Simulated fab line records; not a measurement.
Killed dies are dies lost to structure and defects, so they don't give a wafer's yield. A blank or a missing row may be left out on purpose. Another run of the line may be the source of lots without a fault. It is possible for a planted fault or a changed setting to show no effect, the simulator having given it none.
Matching of chambers || flow nandHarc || 4 sister chambers for NHARC_P_BONDPAD_CMP_19 on cmp-01
The step polishes, t overpolish 30 s, cu recess touch 16 s, target thk 160.81 nm. 8 wafers are shown with their chamber, then 7 later ones without.

== WAFERS WITH THEIR CHAMBER ==
{"wafer": "L075.6", "chamber": 1, "motorCurrentA (A)": 13.6, "overpolishRunS (s)": 30.003}
{"wafer": "L084.1", "chamber": 1, "motorCurrentA (A)": 13.3, "overpolishRunS (s)": 30.011}
{"wafer": "L084.4", "chamber": 0, "motorCurrentA (A)": 12.6, "overpolishRunS (s)": 30.002}
{"wafer": "L085.1", "chamber": 0, "motorCurrentA (A)": 12.0, "overpolishRunS (s)": 30.000}
{"wafer": "L085.2", "chamber": 3, "motorCurrentA (A)": 12.8, "overpolishRunS (s)": 29.984}
{"wafer": "L085.5", "chamber": 2, "motorCurrentA (A)": 11.3, "overpolishRunS (s)": 30.025}
{"wafer": "L086.1", "chamber": 2, "motorCurrentA (A)": 11.0, "overpolishRunS (s)": 29.998}
{"wafer": "L086.2", "chamber": 3, "motorCurrentA (A)": 12.7, "overpolishRunS (s)": 29.994}

== WAFERS WITHOUT THEIR CHAMBER ==
{"wafer": "L086.5", "motorCurrentA (A)": 13.4, "overpolishRunS (s)": 30.001}
{"wafer": "L086.3", "motorCurrentA (A)": 13.2, "overpolishRunS (s)": 29.999}
{"wafer": "L086.4", "motorCurrentA (A)": 12.5, "overpolishRunS (s)": 30.006}
{"wafer": "L086.6", "motorCurrentA (A)": 12.2, "overpolishRunS (s)": 30.010}
{"wafer": "L097.3", "motorCurrentA (A)": 12.4, "overpolishRunS (s)": 29.999}
{"wafer": "L097.4", "motorCurrentA (A)": 10.5, "overpolishRunS (s)": 30.000}
{"wafer": "L097.6", "motorCurrentA (A)": 13.2, "overpolishRunS (s)": 30.012}

== CHAMBER TAKEN BY EACH ==
{"wafer": "L086.5", "from the rows above": 1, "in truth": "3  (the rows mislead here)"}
{"wafer": "L086.3", "from the rows above": "can't be placed: 1 or 3", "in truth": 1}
{"wafer": "L086.4", "from the rows above": "can't be placed: 0 or 3", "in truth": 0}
{"wafer": "L086.6", "from the rows above": "can't be placed: 0 or 3", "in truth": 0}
{"wafer": "L097.3", "from the rows above": "can't be placed: 0 or 3", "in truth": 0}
{"wafer": "L097.4", "from the rows above": 2, "in truth": 2}
{"wafer": "L097.6", "from the rows above": "can't be placed: 1 or 3", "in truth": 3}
Placed correctly: 1 of 7. Not placeable from these rows: 5 (in 5, the candidates include the true chamber). 1 placed wrongly.
How it was worked out, from the rows above alone: a wafer's distance from a chamber is the root of the sum, over the readings, of the square of ((its reading less the chamber's mean) divided by the reading's scatter). The wafer belongs to the nearest chamber; if the next one is less than 2 further off, it can't be placed. For every chamber, the mean is computed from those of its wafers that are shown. The scatter is the square root of a quotient: the sum, over the shown wafers, of each reading's squared deviation from its chamber's mean, divided by wafers minus chambers.
